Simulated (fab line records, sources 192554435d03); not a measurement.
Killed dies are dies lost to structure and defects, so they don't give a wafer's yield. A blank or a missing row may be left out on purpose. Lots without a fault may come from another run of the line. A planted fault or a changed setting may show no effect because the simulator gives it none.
fab line records | flow n5_finfet
record lots=5 wafers=15 last_day=24
route steps=1938 shown MIM_BOT_LITHO@1861 MIM_BOT_ETCH@1866 PASS1_CAP@1873 TV_LITHO@1875 TV_OPEN@1887 PASSIVATION@1936
lots that met no fault: from a run of the same line without faults
start_h: hours from the record's first day to the start of the lot's first wafer shown | wait_h: hours since the lot's step before | " the same as in the row above | L1.1+2: a row that stands for several wafers | - no value, or no start given | * or withheld: withheld | < > ~ a bound
route shown NAME@n: a module of which the file shows steps, and the number in the route of the first | usual: mean/standard deviation of fault-free wafers | same: alike in all rows | chamber/n: place in a boat | sites: the reading at each site | _std_site: their standard deviation | _edge_site: outer sites' mean less inner sites' | radius_mm: how far each site lies from the wafer's centre | mask NAME#n: copy n | behind: the tool/chamber that last shaped the wafer | hold: why the lot was held/for how many hours/how that ended | device: the transistor (n, p or np) that didn't switch | end of line: the same wafers' tests at the end of the route | a step without rows: its recipe alone | killed: dies lost to structure and defects at the first sort, not the wafer's yield | map: a wafer's dies, x killed, . not, _ none there
set.NAME: the setting as run; set.NAME@STEP: as run at that earlier step | model.NAME: the simulator's own value behind a step, which no gauge read
lots at some steps of the route; a table a step, a row a wafer
services: from which hour (start_h, from the record's first day; less than 0 if before it) a tool's chamber was out of use, for how many hours, and why
## steps
# step N5_MIM_BOT_LITHO_HARDBAKE_09
# recipe temp_c=130 time_s=120
# step N5_MIM_BOT_LITHO_DESCUM_10
# recipe chemistry=O2 time_s=7.9 source_power_w=50 bias_power_w=20 pressure_mtorr=20 rf_frequency_hz=2.712e+07 temp_c=40 o2_flow_sccm=225
# step N5_MIM_BOT_ETCH_ETCH_04
# recipe chemistry=CF4/O2 target=SiNx target_depth_a=260 time_s=13 ion_energy_ev=100 pressure_mtorr=40 source_w=535 bias_w=49 Ar_flow_sccm=100 cf4_flow_sccm=100 O2_flow_sccm=10
# step N5_MIM_BOT_ETCH_ETCH_03
# recipe chemistry=Cl2/BCl3 target_depth_a=120 pressure_mtorr=8 icp_w=800 bias_w=100 Cl2_flow_sccm=20 bcl3_flow_sccm=80
# step N5_MIM_BOT_ETCH_ETCH_00
# recipe chemistry=Cl2/BCl3 target=TiN target_depth_a=455 ion_energy_ev=150 pressure_mtorr=10 icp_w=1000 bias_w=126 Cl2_flow_sccm=53.25 bcl3_flow_sccm=21.75 Ar_flow_sccm=25
# step N5_MIM_BOT_ETCH_STRIP_01
# recipe chemistry=O2 power_w=600 temp_c=60 pressure_mtorr=30 rf_frequency_hz=6e+07 bias_power_w=0 overash_fraction=0.5 o2_flow_sccm=225
# step N5_MIM_BOT_ETCH_STRIP_02
# recipe chemistry=post_etch_residue_remover time_s=1200 temp_c=72.5
# step N5_MIM_BOT_ETCH_CLEAN_05
# recipe chemistry=IPA time_s=180 temp_c=25
# step N5_MIM_BOT_ETCH_SRD_06
# recipe dry=ipa_marangoni time_s=30 temp_c=23 rinse_liquid=diw
# step N5_PASSIVATION_PECVD_55
# recipe material=SiO2 target_thk_a=4000 temp_c=400 precursor=SiH4/N2O pressure_torr=2.7 rf_w=608 time_s=22.5
# usual chamber_pressure_Torr=2.700/0.0064 heater_power_w=642/120 showerhead_plenum_p_Torr=8.18/0.089 throttle_valve_pct=50.7/2.4
# columns lot.wafer tool chamber start_h wait_h chamber_pressure_Torr heater_power_w showerhead_plenum_p_Torr throttle_valve_pct model.SiO2_of_PASSIVATION_PECVD_55.thk_nm
L718.1 pecvd-04 2 487.01 0.0 2.703 576 8.08 48.8 402
L718.3 " 0 " " 2.709 631 8.23 47.6 399.8
L718.5 " 1 " " 2.703 780 8.20 52.0 405.4
L733.1 pecvd-04 1 511.00 0.0 2.695 739 8.21 51.9 528.8
L733.3 " 0 " " 2.710 632 8.24 47.6 398.6
L733.6 " 2 " " 2.708 670 8.09 49.0 536
L730.1 pecvd-04 2 526.07 0.0 2.686 563 8.09 49.2 532.4
L730.2 " 0 " " 2.701 711 8.23 47.4 403.4
L730.6 " 1 " " 2.698 617 8.21 51.7 538
L735.1 pecvd-04 1 543.44 0.0 2.710 707 8.20 51.9 524.2
L735.5 " 1 " " 2.708 721 8.19 51.9 393.6
L735.6 " 0 " " 2.704 699 8.22 47.5 539
L738.3 pecvd-03 1 567.49 0.0 2.702 623 8.23 52.3 398.4
L738.4 " 2 " " 2.706 836 8.26 52.6 400.8
L738.5 " 0 " " 2.683 809 8.13 54.3 400.6
# step N5_PASSIVATION_PECVD_01
# recipe material=SiNx target_thk_a=2000 temp_c=400 precursor=SiH4/NH3/N2 pressure_torr=4.9 rf_w=1406 time_s=43.2
# step N5_PASSIVATION_HMDS_03
# recipe time_s=60 temp_c=120
# step N5_PASSIVATION_COAT_04
# recipe spin_rpm=* resist_thk_nm=*
# step N5_PASSIVATION_EBR_06
# recipe solvent=PGMEA ebr_width_mm=1.5
# step N5_PASSIVATION_SOFTBAKE_05
# recipe temp_c=100 time_s=90
# step N5_PASSIVATION_EXPOSE_07
# recipe mask_id=TV na=0.55 source_shape=conventional sigma_outer=0.8 polarization=unpolarized defocus_nm=0 target_cd_nm=3000 dose_mj=22.75
# step N5_PASSIVATION_PEB_08
# recipe peb_temp_c=withheld peb_time_s=*
# step N5_PASSIVATION_DEVELOP_09
# recipe develop_time_s=60 rinse_liquid=diw dry=air_spin dev_temp_c=21
# step N5_PASSIVATION_HARDBAKE_11
# recipe temp_c=130 time_s=120
# step N5_PASSIVATION_DESCUM_12
# recipe chemistry=O2 time_s=7.9 source_power_w=50 bias_power_w=20 pressure_mtorr=20 rf_frequency_hz=2.712e+07 temp_c=40 o2_flow_sccm=225
# step N5_PASSIVATION_PASS_ETCH_74
# recipe chemistry=CF4/O2 target=SiNx target_depth_a=2200 time_s=110 ion_energy_ev=100 pressure_mtorr=40 source_w=535 bias_w=49 Ar_flow_sccm=100 cf4_flow_sccm=100 O2_flow_sccm=10
# step N5_PASSIVATION_VIA_ETCH_13
# recipe chemistry=CHF3/O2 target=SiO2 target_depth_a=6600 CHF3_flow_sccm=50 O2_flow_sccm=5 Ar_flow_sccm=200 time_s=330 mask_material=PR pressure_mtorr=30 source_w=650 bias_w=170 ion_energy_ev=200 ends=cleared
# usual CHF3_flow_sccm=50.00/0.16 O2_flow_sccm=4.999/0.016 bias_w=170.0/0.47 chamber_pressure_mTorr=29.998/0.029 drypump_motor_current_A=5.6/0.41 etch_rf_on_time_s=238/5.2 oes_product_au=0.72/0.081 rf_vpp_V=527/12 showerhead_plenum_p_Torr=2.39/0.059 throttle_valve_pct=18.79/0.17
# columns lot.wafer tool chamber start_h wait_h CHF3_flow_sccm O2_flow_sccm bias_w chamber_pressure_mTorr drypump_motor_current_A etch_rf_on_time_s oes_product_au rf_hours_counter_h rf_vpp_V showerhead_plenum_p_Torr throttle_valve_pct model.coat_of_PASSIVATION_COAT_04.thk_nm model.TV_OPEN.cd_offset_nm
L718.1 rie_diel-01 1 488.08 0.0 50.06 5.008 169.4 29.976 5.6 242 0.65 185 530 2.40 18.80 * 2
L718.3 " 3 " " 50.15 4.997 170.9 29.974 6.2 239 0.74 92 534 2.41 18.63 * 2
L718.5 " 2 " " 49.95 4.981 170.5 29.963 6.1 246 0.70 - 524 2.42 18.83 * 1
L733.1 rie_diel-05 3 512.33 0.0 49.94 5.016 170.0 30.001 5.9 310 0.77 79 503 2.35 18.73 * 1.2
L733.3 " 0 " " 49.93 4.998 169.7 29.989 5.3 236 0.79 49 519 2.36 18.77 * 2
L733.6 " 0 " " 50.16 4.990 169.4 30.022 5.3 321 0.78 - 517 2.36 18.75 * 0.4
L730.1 rie_diel-01 2 529.52 0.0 49.97 5.027 169.9 29.906 6.2 319 0.69 130 525 2.41 18.84 * -1.2
L730.2 " 0 " " 49.96 4.973 169.7 29.949 5.0 245 0.61 227 508 2.31 18.82 * 1.4
L730.6 " 0 " " 50.02 4.980 170.4 30.000 5.0 328 0.61 - 509 2.31 18.83 * -0.2
L735.1 rie_diel-05 1 546.71 0.0 50.09 4.990 169.7 29.998 5.9 313 0.73 79 523 2.33 18.65 * -0.6
L735.5 " 2 " " 49.74 5.000 170.0 29.966 5.6 231 0.88 - 525 2.37 18.47 * 2.4
L735.6 " 3 " " 50.14 4.973 169.9 30.024 5.9 319 0.75 - 503 2.35 18.76 * 0.8
L738.3 rie_diel-01 2 569.83 0.0 50.24 4.980 169.4 29.985 6.2 234 0.69 143 525 2.41 18.87 * 1
L738.4 " 0 " " 50.12 5.004 169.9 30.003 5.0 241 0.60 240 507 2.30 18.84 * 1.6
L738.5 " 0 " " 49.98 5.008 170.1 30.009 5.0 241 0.60 - 506 2.30 18.86 * 1.6
# step N5_PASSIVATION_STRIP_14
# recipe chemistry=O2 power_w=600 temp_c=60 pressure_mtorr=30 rf_frequency_hz=6e+07 bias_power_w=0 overash_fraction=0.5 o2_flow_sccm=225
# step N5_PASSIVATION_ETCH_15
# recipe chemistry=CF4/N2 target=SiCN target_depth_a=750 taper_deg=2 time_s=81.2 ion_energy_ev=150 mask_material=SiNx pressure_mtorr=40 source_w=430 bias_w=70 Ar_flow_sccm=100 cf4_flow_sccm=60 n2_flow_sccm=60
# usual bias_w=70.01/0.2 chamber_pressure_mTorr=40.00/0.035 drypump_motor_current_A=5.6/0.41 oes_product_au=0.79/0.091 rf_vpp_V=381.9/1.6 showerhead_plenum_p_Torr=2.19/0.056 throttle_valve_pct=15.34/0.17
# same time_s=81.2
# columns lot.wafer tool chamber start_h wait_h bias_w chamber_pressure_mTorr drypump_motor_current_A oes_product_au rf_hours_counter_h rf_vpp_V showerhead_plenum_p_Torr throttle_valve_pct model.TV_OPEN.cd_offset_nm
L718.1 rie_diel-01 1 - - 69.95 40.04 5.6 0.71 185 381.2 2.20 15.43 2.2
L718.3 " 3 " " 70.09 39.96 6.2 0.81 92 381.7 2.21 15.18 2
L718.5 " 2 " " 70.11 39.95 6.2 0.77 - 382.6 2.21 15.39 1
L733.1 rie_diel-05 3 - - 69.98 39.99 5.9 0.86 79 380.3 2.15 15.24 1.2
L733.3 " 0 " " 70.10 39.96 5.3 0.86 50 380.5 2.15 15.23 2
L733.6 " 0 " " 70.19 39.98 5.3 0.85 - 380.9 2.15 15.22 0.4
L730.1 rie_diel-01 2 - - 69.92 39.98 6.1 0.76 130 382.8 2.21 15.43 -1.2
L730.2 " 0 " " 70.01 39.99 5.0 0.67 227 380.8 2.10 15.36 1.4
L730.6 " 0 " " 69.98 39.92 5.0 0.67 - 380.5 2.10 15.37 0
L735.1 rie_diel-05 1 - - 70.02 39.97 5.9 0.81 79 381.4 2.14 15.28 -0.6
L735.5 " 2 " " 70.21 40.03 5.6 0.96 - 381.4 2.17 15.02 2.6
L735.6 " 3 " " 69.77 39.97 5.9 0.84 - 379.2 2.14 15.26 0.8
L738.3 rie_diel-01 2 - - 69.82 39.98 6.1 0.76 143 381.0 2.20 15.44 1
L738.4 " 0 " " 69.89 40.02 5.0 0.66 240 378.9 2.09 15.37 1.6
L738.5 " 0 " " 70.11 40.03 5.0 0.66 - 380.0 2.09 15.38 1.6
# step N5_PASSIVATION_STRIP_73
# recipe chemistry=post_etch_residue_remover time_s=60 temp_c=25 remover_ph=withheld remover_water_wt_pct=withheld remover_fluoride_wt_pct=withheld
# step N5_PASSIVATION_PROBE_49
# usual defect_limited_yield=90.7/1.5 killed_at_M0_to_M3=38/11 killed_at_M4_up=15/5.5 killed_at_contacts=12/6 killed_at_front_end=41/11 killed_at_other=3.5/2.7 killed_dies=110/18 killed_open=72/13 killed_short=35/8.7 sort_bin_5_function=5.5/1.1 sort_bin_6_memory=3.4/0.63 sort_bin_8_speed=0.01/0.037 sort_n_pass=1070/18 sort_yield_pct=90.7/1.5
# same gross_dies=1180 killed_at_back_side=0 sort_bin_4_leakage[%]=0
# columns lot.wafer tool chamber start_h wait_h defect_limited_yield[%] killed_at_M0_to_M3 killed_at_M4_up killed_at_contacts killed_at_front_end killed_at_other killed_dies killed_open killed_short sort_bin_5_function[%] sort_bin_6_memory[%] sort_bin_8_speed[%] sort_n_pass sort_yield_pct[%]
L733.1 prober-02 - 519.79 0.5 91.9 36 14 9 35 1 95 67 25 5.2 2.7 0 1085 91.9
L733.3 prober-02 - 519.89 0.6 93.6 23 15 6 28 4 76 50 24 3.1 2.9 0.08 1104 93.6
L733.6 prober-02 - 520.04 0.7 91.3 21 19 12 49 2 103 71 20 4.6 3.2 0 1077 91.3
L730.1 prober-02 - 535.93 0.0 91.0 30 15 7 51 3 106 62 44 5.6 3.0 0.08 1073 90.9
L730.2 prober-02 - 535.98 0.1 90.2 39 15 5 52 5 116 83 33 6.4 3.1 0 1064 90.2
L730.6 prober-02 - 536.18 0.3 90.6 30 25 13 43 0 111 70 40 6.8 2.2 0 1069 90.6
L735.1 prober-01 - 554.74 0.0 88.2 49 10 17 61 2 139 94 39 6.3 4.6 0 1041 88.2
L735.5 prober-01 - 554.94 0.2 90.3 63 10 4 33 5 115 83 32 5.0 4.5 0 1065 90.3
L735.6 prober-01 - 554.99 0.3 87.1 63 12 10 63 4 152 101 40 7.1 4.3 0 1028 87.1
# killed by level:class
L733.1 BEOL_M3:geometric_particle:open=10 MOL_CONTACT_COAG:geometric_particle:open=9 DUMMY_GATE:geometric_particle:open=6 FIN_SAQP:geometric_particle:open=5 STI_FIN_REVEAL:geometric_particle:open=5 BEOL_M2:geometric_particle:open=5 BEOL_M0_SAQP:geometric_particle:short=5 BEOL_M1:geometric_particle:open=5
L733.3 FIN_SAQP:geometric_particle:short=7 BEOL_M1:geometric_particle:open=7 MOL_CONTACT_COAG:geometric_particle:open=6 BEOL_M4:geometric_particle:open=5 FIN_SAQP:geometric_particle:open=4 BEOL_M1:geometric_particle:short=4 BEOL_M3:geometric_particle:open=4 DUMMY_GATE:geometric_particle:open=3
L733.6 FIN_SAQP:geometric_particle:open=13 MOL_CONTACT_COAG:geometric_particle:open=11 BEOL_M4:geometric_particle:open=9 HKMG_FIN:area_etch=9 GATE_CUT:geometric_particle:open=8 FIN_SAQP:geometric_particle:short=6 DUMMY_GATE:geometric_particle:open=4 BEOL_M1:geometric_particle:open=4
L730.1 STI_FIN_REVEAL:geometric_particle:open=19 BEOL_M0_SAQP:geometric_particle:short=11 FIN_SAQP:geometric_particle:short=10 FIN_SAQP:geometric_particle:open=7 BEOL_M0_SAQP:geometric_particle:open=7 MOL_CONTACT_COAG:geometric_particle:open=6 BEOL_M4:geometric_particle:open=6 STI_FIN_REVEAL:geometric_particle:short=5
L730.2 STI_FIN_REVEAL:geometric_particle:open=19 BEOL_M0_SAQP:geometric_particle:short=11 BEOL_M1:geometric_particle:open=11 BEOL_M4:geometric_particle:open=10 BEOL_M0_SAQP:geometric_particle:open=8 FIN_SAQP:geometric_particle:open=6 STARTING-WAFER:geometric_particle:open=6 FIN_SAQP:geometric_particle:short=5
L730.6 BEOL_M4:geometric_particle:open=15 MOL_CONTACT_COAG:geometric_particle:open=11 FIN_SAQP:geometric_particle:short=8 FIN_SAQP:geometric_particle:open=8 STI_FIN_REVEAL:geometric_particle:open=8 BEOL_M0_SAQP:geometric_particle:short=8 ILD0:geometric_particle:open=7 BEOL_M2:geometric_particle:short=5
L735.1 STI_FIN_REVEAL:geometric_particle:open=20 BEOL_M2:geometric_particle:open=18 BEOL_M3:geometric_particle:open=14 MOL_CONTACT_COAG:geometric_particle:open=12 BEOL_M0_SAQP:geometric_particle:short=7 STI_FIN_REVEAL:geometric_particle:short=6 GATE_CUT:geometric_particle:open=6 HKMG_FIN:area_etch=6
L735.5 BEOL_M3:geometric_particle:open=25 STI_FIN_REVEAL:geometric_particle:open=14 BEOL_M2:geometric_particle:open=9 BEOL_M0_SAQP:geometric_particle:short=6 BEOL_M1:geometric_particle:open=6 BEOL_M3:geometric_particle:short=6 STI_FIN_REVEAL:geometric_particle:short=5 BEOL_M0_SAQP:geometric_particle:open=5
L735.6 BEOL_M3:geometric_particle:open=19 FIN_SAQP:geometric_particle:open=18 FIN_SAQP:geometric_particle:short=15 BEOL_M2:geometric_particle:open=15 HKMG_FIN:area_etch=11 BEOL_M1:geometric_particle:open=9 MOL_CONTACT_COAG:geometric_particle:open=8 BEOL_M3:geometric_particle:short=6
## services
# columns tool chamber start_h hours kind
rie_diel-01 - 467.94 2.8 pm
rie_diel-01 1 471.75 9.3 repair
rie_diel-01 3 475.74 4.3 repair
pecvd-03 - 500.12 2.8 pm
rie_diel-05 2 513.48 - clean
rie_diel-05 2 513.48 - consumable_replace:focus_ring
rie_diel-05 2 513.48 16.4 scheduled_down
rie_diel-05 2 513.48 16.4 vent_cycle
pecvd-04 2 527.68 5.5 scheduled_down
rie_diel-01 2 564.15 3.8 repair
## key
first_sign step=N5_PASSIVATION_VIA_ETCH_13 reading=etch_rf_on_time_s direction=up sigmas=15 usual=* struck=*
effect none on later readings
model_effect step=N5_PASSIVATION_PECVD_55 value=SiO2_of_PASSIVATION_PECVD_55.thk_nm without=398.7 struck=533.1
model_effect step=N5_PASSIVATION_VIA_ETCH_13 value=coat_of_PASSIVATION_COAT_04.thk_nm without=* struck=*
model_effect step=N5_PASSIVATION_ETCH_15 value=TV_OPEN.cd_offset_nm without=1.633 struck=0.1
met_at N5_PASSIVATION_PECVD_55
struck_wafers L730.1,L730.6,L733.1,L733.6,L735.1,L735.6
baseline_loss step=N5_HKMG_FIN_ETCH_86 wafers=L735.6
onset_between 487.01 511.00
fault kind=process_parameter_drift tool=pecvd-04 chamber=- onset_h=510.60 steps=N5_PASSIVATION_PECVD_55 channel=time_s offset=* shape=step end_h=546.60 scope=struck_wafers_only acts_in=* stated=*
# baseline_loss: these wafers lose ten dies or more at that step, a loss of the line's own and not of a fault; the sort's usual values leave them out
